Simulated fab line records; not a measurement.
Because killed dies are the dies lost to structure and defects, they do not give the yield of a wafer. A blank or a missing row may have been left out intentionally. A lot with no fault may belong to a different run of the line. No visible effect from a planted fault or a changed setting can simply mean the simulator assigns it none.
The tool behind it: which one?    flow nand harc    Sampling: 12 lots, 36 wafers, 4 of 1302 route steps

== WHAT THE GAUGES SHOWED, per wafer ==
The record holds no reading of a measuring or inspecting step that can be judged against a usual standard deviation.

== TOOL THAT RAN EACH LOT (tool first, then ch and the chambers of the sampled wafers, then the start) ==
lot   NHARC_A_CONTACT_ETCH_124              NHARC_A_CONTACT_STRIP_82                       NHARC_A_CONTACT_SOFTBAKE_03        NHARC_A_CONTACT_DESCUM_13
L370  har cap etch-02 ch 0,1, day 21 11:25  rie diel-12 ch 0,1,2, day 21 17:00 or earlier  litho track-01 ch 0, day 21 17:00  rie diel-05 ch 1,2,3, day 21 18:19
L371  har cap etch-03 ch 0,1, day 22 04:52  rie diel-05 ch 0,2,3, day 22 13:00 or earlier  litho track-06 ch 0, day 22 13:00  rie diel-12 ch 0,1,3, day 22 14:07
L372  har cap etch-02 ch 0,1, day 22 12:11  rie diel-06 ch 0,1, day 22 19:00 or earlier    litho track-01 ch 0, day 22 19:00  rie diel-05 ch 0,1,2, day 22 20:26
L374  har cap etch-02 ch 0,1, day 23 09:06  rie diel-05 ch 1,3, day 23 14:00 or earlier    litho track-01 ch 0, day 23 14:00  rie diel-05 ch 0,3, day 23 15:13
L378  har cap etch-02 ch 1, day 25 03:23    rie diel-06 ch 0,2,3, day 25 08:00 or earlier  litho track-01 ch 0, day 25 08:00  rie diel-06 ch 2,3, day 25 09:37
L376  har cap etch-03 ch 0,1, day 25 06:38  rie diel-12 ch 0,1, day 25 12:00 or earlier    litho track-01 ch 0, day 25 12:00  rie diel-12 ch 2,3, day 25 12:53
L383  har cap etch-02 ch 0,1, day 28 00:20  rie diel-05 ch 1,3, day 28 06:00 or earlier    litho track-01 ch 0, day 28 06:00  rie diel-05 ch 0,1,2, day 28 07:27
L386  har cap etch-03 ch 0,1, day 28 03:46  rie diel-05 ch 0,1,3, day 28 10:00 or earlier  litho track-04 ch 0, day 28 10:00  rie diel-05 ch 0,1,3, day 28 11:14
L389  har cap etch-01 ch 0,1, day 29 18:10  rie diel-12 ch 0,1,3, day 29 23:00 or earlier  litho track-01 ch 0, day 29 23:00  rie diel-05 ch 0,1,2, day 30 00:16
L390  har cap etch-02 ch 0,1, day 29 21:22  rie diel-05 ch 1,2,3, day 30 03:00 or earlier  litho track-01 ch 0, day 30 03:00  rie diel-05 ch 0,1,3, day 30 03:38
L388  har cap etch-01 ch 0,1, day 29 23:58  rie diel-05 ch 0,1,2, day 30 05:00 or earlier  litho track-01 ch 0, day 30 05:00  rie diel-05 ch 0,1,2, day 30 06:36
L391  har cap etch-02 ch 0,1, day 30 09:06  rie diel-05 ch 0,1, day 30 15:00 or earlier    litho track-06 ch 0, day 30 15:00  rie diel-05 ch 1,3, day 30 16:02
- NHARC_A_CONTACT_ETCH_124: etches the open film in C4F8/O2/Ar, time 140 s, target depth 700 nm.
- NHARC_A_CONTACT_STRIP_82: strips in O2.
- NHARC_A_CONTACT_SOFTBAKE_03: time 55 s.
- NHARC_A_CONTACT_DESCUM_13: chemistry O2, time 3 s.

== AS READ BY THE TOOLS THEMSELVES (means over the sampled wafers that have a number; for cases with no such wafer, the mark the record gives instead) ==
NHARC_A_CONTACT_STRIP_82. Usual: drypump motor current A 5.8 A, standard deviation 0.38; mfc ar sccm 0.012 sccm, standard deviation 0.013; oes product au 1.000 a.u., standard deviation 0.01; rf vpp V 57.9 V, standard deviation 0.86; showerhead plenum p Torr 3.62 Torr, standard deviation 0.15; throttle valve pct 17.036 %, standard deviation 0.0088.
lot   tool         drypump motor current A (A)  mfc ar sccm (sccm)  oes product au (a.u.)  rf vpp V (V)  showerhead plenum p Torr (Torr)  throttle valve pct (%)  flag
L370  rie diel-12  6.0                          0.003               1.000                  57.9          3.59                             17.035                  
L371  rie diel-05  5.7                          0.027               1.005                  58.4          3.70                             17.032                  
L372  rie diel-06  5.6                          0.000               1.006                  57.6          3.42                             17.023                  
L374  rie diel-05  6.3                          0.016               0.991                  58.2          3.67                             17.031                  
L378  rie diel-06  5.5                          0.005               1.004                  57.4          3.49                             17.026                  
L376  rie diel-12  5.9                          0.005               0.986                  58.3          3.70                             17.038                  
L383  rie diel-05  6.4                          0.016               0.997                  58.4          3.66                             17.039                  
L386  rie diel-05  5.9                          0.025               0.997                  58.0          3.66                             17.033                  
L389  rie diel-12  5.8                          0.003               0.992                  58.4          3.70                             17.040                  
L390  rie diel-05  6.1                          0.018               1.007                  58.3          3.68                             17.041                  
L388  rie diel-05  5.9                          0.025               1.009                  58.4          3.73                             17.037                  
L391  rie diel-05  5.8                          0.033               1.006                  58.5          3.70                             17.031                  

NHARC_A_CONTACT_SOFTBAKE_03. Usual: chill plate temp C 22.99 C, standard deviation 0.094; heater power total W 188.47 W, standard deviation 0.14.
lot   tool            chill plate temp C (C)  heater power total W (W)  flag
L370  litho track-01  23.00                   188.38                    
L371  litho track-06  22.94                   188.61                    
L372  litho track-01  23.12                   188.37                    
L374  litho track-01  22.98                   188.39                    
L378  litho track-01  22.93                   188.42                    
L376  litho track-01  23.05                   188.40                    
L383  litho track-01  23.04                   188.40                    
L386  litho track-04  23.04                   188.52                    
L389  litho track-01  22.93                   193.27                    OFF
L390  litho track-01  23.02                   193.31                    OFF
L388  litho track-01  22.85                   193.41                    OFF
L391  litho track-06  23.00                   188.45                    

NHARC_A_CONTACT_DESCUM_13. Usual: drypump motor current A 5.9 A, standard deviation 0.38; mfc ar sccm 0.017 sccm, standard deviation 0.013; oes product au 1.002 a.u., standard deviation 0.0093; rf vpp V 58.1 V, standard deviation 0.92; showerhead plenum p Torr 1.99 Torr, standard deviation 0.074; throttle valve pct 11.311 %, standard deviation 0.009.
lot   tool         drypump motor current A (A)  mfc ar sccm (sccm)  oes product au (a.u.)  rf vpp V (V)  showerhead plenum p Torr (Torr)  throttle valve pct (%)  flag
L370  rie diel-05  6.0                          0.018               0.999                  57.7          2.01                             11.306                  
L371  rie diel-12  5.8                          0.003               1.001                  58.7          2.03                             11.308                  
L372  rie diel-05  5.9                          0.025               0.997                  59.2          2.04                             11.308                  
L374  rie diel-05  5.7                          0.027               0.992                  58.8          1.97                             11.316                  
L378  rie diel-06  5.3                          0.005               1.002                  57.1          1.96                             11.306                  
L376  rie diel-12  6.1                          0.000               1.007                  58.0          1.89                             11.314                  
L383  rie diel-05  5.9                          0.025               1.008                  58.4          2.03                             11.315                  
L386  rie diel-05  6.0                          0.025               1.007                  57.4          1.99                             11.309                  
L389  rie diel-05  5.9                          0.025               1.005                  58.3          2.03                             11.303                  
L390  rie diel-05  5.9                          0.025               1.009                  58.7          1.99                             11.305                  
L388  rie diel-05  5.9                          0.025               1.009                  57.7          2.03                             11.307                  
L391  rie diel-05  6.1                          0.018               1.009                  57.4          1.96                             11.316                  

== THE ANSWER, worked out from the rows above alone ==
Rule: lot off if the mean of its wafers having a number is beyond 3 standard deviations from the usual mean. Also off: a lot with no number at a reading for which 4 or more lots have one. All remaining lots with rows at the step are treated as sound. After the gauges, taken in route order, come the tools' own readings; for these a lot's mean is taken, as printed above. At the first step where some lot is off, the reading lying furthest off is the one used; lots without a number count as furthest.
Off, at NHARC_A_CONTACT_SOFTBAKE_03 on heater power total W: L389, L390, L388.
If a tool, at that step or one of the process steps before it, ran each lot that is off and ran no sound lot following the first of them, it fits. NHARC_A_CONTACT_STRIP_82 gives no start for some lots, so the hours and the order of its lots are those of NHARC_A_CONTACT_SOFTBAKE_03. One candidate fits, namely litho track-01 at NHARC_A_CONTACT_SOFTBAKE_03. A fault onset in the window from L383 (day 28 06:00, its last sound lot) to L389 (day 29 23:00, its first lot off) fits.
On the lots that are off, the tool's own readings at NHARC_A_CONTACT_SOFTBAKE_03 differ by more than 5 times the standard deviation of the sound lots' means, which bears it out; heater power total W reads 193.33 W there versus 188.44 W on the sound lots.

== WHAT THE SIMULATOR HAD PUT IN ==
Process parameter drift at NHARC_A_CONTACT_SOFTBAKE_03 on litho track-01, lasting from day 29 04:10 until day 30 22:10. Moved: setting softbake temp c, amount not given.
Struck lots among those shown: L389, L390, L388. This agrees with what the rule above found.
